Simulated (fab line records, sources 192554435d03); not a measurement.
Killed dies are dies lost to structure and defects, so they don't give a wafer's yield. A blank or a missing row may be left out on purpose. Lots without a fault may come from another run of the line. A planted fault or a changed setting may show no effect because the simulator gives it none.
Which tool did it? | flow n5_finfet | 22 lots, 66 wafers sampled, at 3 steps of a route of 1938

WHAT THE GAUGES READ, wafer by wafer
N5_BEOL_M9_THK_MEAS_53: measures by xrf. Usual: M9_THK 139.6 nm, standard deviation 2.2.
lot  | measured     | on            | M9_THK (nm)       | flag
L074 | day 9 22:56  | film_metro-01 | 139.8 140.4 140.2 |
L075 | day 9 23:48  | film_metro-01 | 139.8 134.5 135.8 |
L076 | day 10 00:59 | film_metro-02 | 139.7 136.1 138.5 |
L077 | day 10 07:26 | film_metro-02 | 135.9 135.7 138.6 |
L078 | day 10 19:34 | film_metro-02 | 136.7 139.5 138.7 |
L079 | day 11 00:38 | film_metro-01 | 140.2 140.0 134.5 |
L081 | day 11 17:43 | film_metro-02 | 144.0 141.3 142.9 |
L082 | day 12 01:54 | film_metro-02 | 137.5 140.3 139.9 |
L080 | day 12 02:25 | film_metro-02 | 139.9 141.4 138.8 |
L084 | day 12 10:59 | film_metro-02 | 140.1 140.8 139.2 |
L085 | day 12 14:17 | film_metro-02 | 136.2 136.2 137.2 |
L086 | day 12 19:16 | film_metro-01 | 142.7 140.1 139.8 |
L087 | day 12 22:04 | film_metro-01 | 137.7 138.3 138.0 |
L088 | day 13 06:50 | film_metro-02 | 144.0 139.7 141.8 |
L089 | day 14 07:11 | film_metro-01 | 138.9 137.8 141.1 |
L090 | day 14 07:29 | film_metro-02 | 143.6 142.6 143.7 |
L093 | day 14 07:43 | film_metro-01 | 138.4 138.1 140.1 |
L092 | day 14 09:38 | film_metro-02 | 145.8 142.8 141.2 |
L094 | day 14 20:30 | film_metro-01 | 137.4 137.1 141.5 |
L096 | day 15 02:40 | film_metro-02 | 141.2 141.5 140.2 |
L095 | day 15 03:49 | film_metro-02 | 140.4 143.3 139.8 |
L097 | day 15 08:49 | film_metro-01 | 135.5 135.7 137.3 |

N5_BEOL_M9_INSPECT_58: inspects for defects (darkfield). Usual: raw_defect_count 76, standard deviation 25.
lot  | measured     | on                | raw_defect_count | flag
L074 | day 9 23:06  | defect_inspect-01 | 88 46 56         |
L075 | day 9 23:58  | defect_inspect-01 | 51 79 81         |
L076 | day 10 01:08 | defect_inspect-02 | 51 91 83         |
L077 | day 10 07:35 | defect_inspect-02 | 35 74 65         |
L078 | day 10 19:44 | defect_inspect-01 | 98 73 66         |
L079 | day 11 00:48 | defect_inspect-01 | 55 92 63         |
L081 | day 11 17:54 | defect_inspect-01 | 76 55 51         |
L082 | day 12 02:04 | defect_inspect-02 | 86 68 105        |
L080 | day 12 02:34 | defect_inspect-01 | 65 46 57         |
L084 | day 12 11:08 | defect_inspect-02 | 56 59 39         |
L085 | day 12 14:27 | defect_inspect-01 | 108 181 99       |
L086 | day 12 19:25 | defect_inspect-01 | 63 70 80         |
L087 | day 12 22:14 | defect_inspect-01 | 67 32 58         |
L088 | day 13 06:59 | defect_inspect-02 | 34 76 68         |
L089 | day 14 07:20 | defect_inspect-01 | 92 122 122       |
L090 | day 14 07:38 | defect_inspect-02 | 92 48 102        |
L093 | day 14 07:53 | defect_inspect-02 | 65 88 72         |
L092 | day 14 09:49 | defect_inspect-01 | 48 67 45         |
L094 | day 14 20:40 | defect_inspect-02 | 118 121 73       |
L096 | day 15 02:50 | defect_inspect-02 | 75 109 94        |
L095 | day 15 03:59 | defect_inspect-01 | 105 94 105       |
L097 | day 15 08:59 | defect_inspect-02 | 57 101 90        |

WHICH TOOL RAN EACH LOT (tool, then ch and the chambers of the sampled wafers, then the start)
lot  | N5_BEOL_M9_STRIP_80
L074 | rie_diel-05 ch 0,2,3, day 9 22:56 or earlier
L075 | rie_diel-06 ch 0,2, day 9 23:48 or earlier
L076 | rie_diel-05 ch 0,2, day 10 00:59 or earlier
L077 | rie_diel-01 ch 0,1,3, day 10 07:26 or earlier
L078 | rie_diel-05 ch 2,3, day 10 19:34 or earlier
L079 | rie_diel-06 ch 0,1,2, day 11 00:38 or earlier
L081 | rie_diel-06 ch 0,3, day 11 17:43 or earlier
L082 | rie_diel-05 ch 0,3, day 12 01:54 or earlier
L080 | rie_diel-06 ch 0,3, day 12 02:25 or earlier
L084 | rie_diel-06 ch 0,1, day 12 10:59 or earlier
L085 | rie_diel-05 ch 0,1,3, day 12 14:17 or earlier
L086 | rie_diel-06 ch 1,2,3, day 12 19:16 or earlier
L087 | rie_diel-06 ch 0,1,2, day 12 22:04 or earlier
L088 | rie_diel-06 ch 1,2, day 13 06:50 or earlier
L089 | rie_diel-01 ch 0,1,3, day 14 07:11 or earlier
L090 | rie_diel-06 ch 1,2, day 14 07:29 or earlier
L093 | rie_diel-05 ch 0,1,2, day 14 07:43 or earlier
L092 | rie_diel-06 ch 0,2,3, day 14 09:38 or earlier
L094 | rie_diel-01 ch 0,1,2, day 14 20:30 or earlier
L096 | rie_diel-06 ch 1,3, day 15 02:40 or earlier
L095 | rie_diel-06 ch 0,1,2, day 15 03:49 or earlier
L097 | rie_diel-06 ch 0,2,3, day 15 08:49 or earlier
- N5_BEOL_M9_STRIP_80: strips in N2/H2, time 10 s.

WHAT THE TOOLS THEMSELVES READ (means of the sampled wafers that have a number; where no wafer has one, the mark that the record gives instead)
N5_BEOL_M9_STRIP_80. Usual: drypump_motor_current_A 5.9 A, standard deviation 0.34; n2_flow_sccm 200.0 sccm, standard deviation 0.59; oes_product_au 0.81 a.u., standard deviation 0.086; rf_vpp_V 59.1 V, standard deviation 0.9; showerhead_plenum_p_Torr 2.52 Torr, standard deviation 0.097; throttle_valve_pct 23.65 %, standard deviation 0.24.
lot  | tool        | drypump_motor_current_A (A) | n2_flow_sccm (sccm) | oes_product_au (a.u.) | rf_vpp_V (V) | showerhead_plenum_p_Torr (Torr) | throttle_valve_pct (%) | flag
L074 | rie_diel-05 | 5.9                         | 200.3               | 0.74                  | 58.5         | 2.43                            | 23.78                  |
L075 | rie_diel-06 | 5.9                         | 200.6               | 0.71                  | 59.4         | 2.48                            | 23.83                  |
L076 | rie_diel-05 | 6.1                         | 200.2               | 0.77                  | 58.6         | 2.44                            | 23.59                  |
L077 | rie_diel-01 | 5.5                         | 199.9               | 0.73                  | 59.7         | 2.52                            | 23.67                  |
L078 | rie_diel-05 | 5.6                         | 200.3               | 0.69                  | 58.5         | 2.40                            | 23.99                  |
L079 | rie_diel-06 | 6.0                         | 199.8               | 0.78                  | 60.0         | 2.54                            | 23.72                  |
L081 | rie_diel-06 | 5.9                         | 199.8               | 0.85                  | 57.9         | 2.47                            | 23.53                  |
L082 | rie_diel-05 | 5.7                         | 200.5               | 0.78                  | 58.2         | 2.44                            | 23.54                  |
L080 | rie_diel-06 | 5.9                         | 199.6               | 0.80                  | 58.6         | 2.45                            | 23.40                  |
L084 | rie_diel-06 | 6.0                         | 200.0               | 0.80                  | 58.7         | 2.52                            | 23.44                  |
L085 | rie_diel-05 | 5.7                         | 200.3               | 0.74                  | 59.6         | 2.50                            | 23.69                  |
L086 | rie_diel-06 | 6.1                         | 199.7               | 0.90                  | 59.0         | 2.56                            | 23.76                  |
L087 | rie_diel-06 | 6.0                         | 200.2               | 0.86                  | 59.1         | 2.54                            | 23.62                  |
L088 | rie_diel-06 | 6.2                         | 199.8               | 0.89                  | 59.6         | 2.63                            | 23.79                  |
L089 | rie_diel-01 | 5.4                         | 200.2               | 0.80                  | 59.2         | 2.51                            | 23.59                  |
L090 | rie_diel-06 | 6.2                         | 200.8               | 0.87                  | 58.9         | 2.62                            | 23.80                  |
L093 | rie_diel-05 | 6.1                         | 200.2               | 0.80                  | 59.5         | 2.59                            | 23.66                  |
L092 | rie_diel-06 | 5.9                         | 200.3               | 0.85                  | 59.1         | 2.47                            | 23.60                  |
L094 | rie_diel-01 | 5.7                         | 199.9               | 0.81                  | 59.6         | 2.55                            | 23.61                  |
L096 | rie_diel-06 | 6.3                         | 199.7               | 0.84                  | 60.2         | 2.61                            | 23.76                  |
L095 | rie_diel-06 | 6.0                         | 199.7               | 0.84                  | 58.9         | 2.53                            | 23.64                  |
L097 | rie_diel-06 | 5.9                         | 200.1               | 0.83                  | 58.9         | 2.46                            | 23.62                  |

THE ANSWER, worked out from the rows above alone
Rule: a lot is off if the mean of its wafers that have a number lies more than 3 standard deviations from the usual mean. A lot without any number at a reading at which 4 lots or more have one is off too. The other lots that the step has rows for count as sound. The gauges are gone through in route order, then the tools' own readings, and for those a lot's mean is taken as printed above. The first step at which some lot is off is used, and at that step the reading that is off furthest; a lot without a number counts as furthest.
No lot is off at any reading shown: from this, nothing can be told.

WHAT THE SIMULATOR HAD PUT IN
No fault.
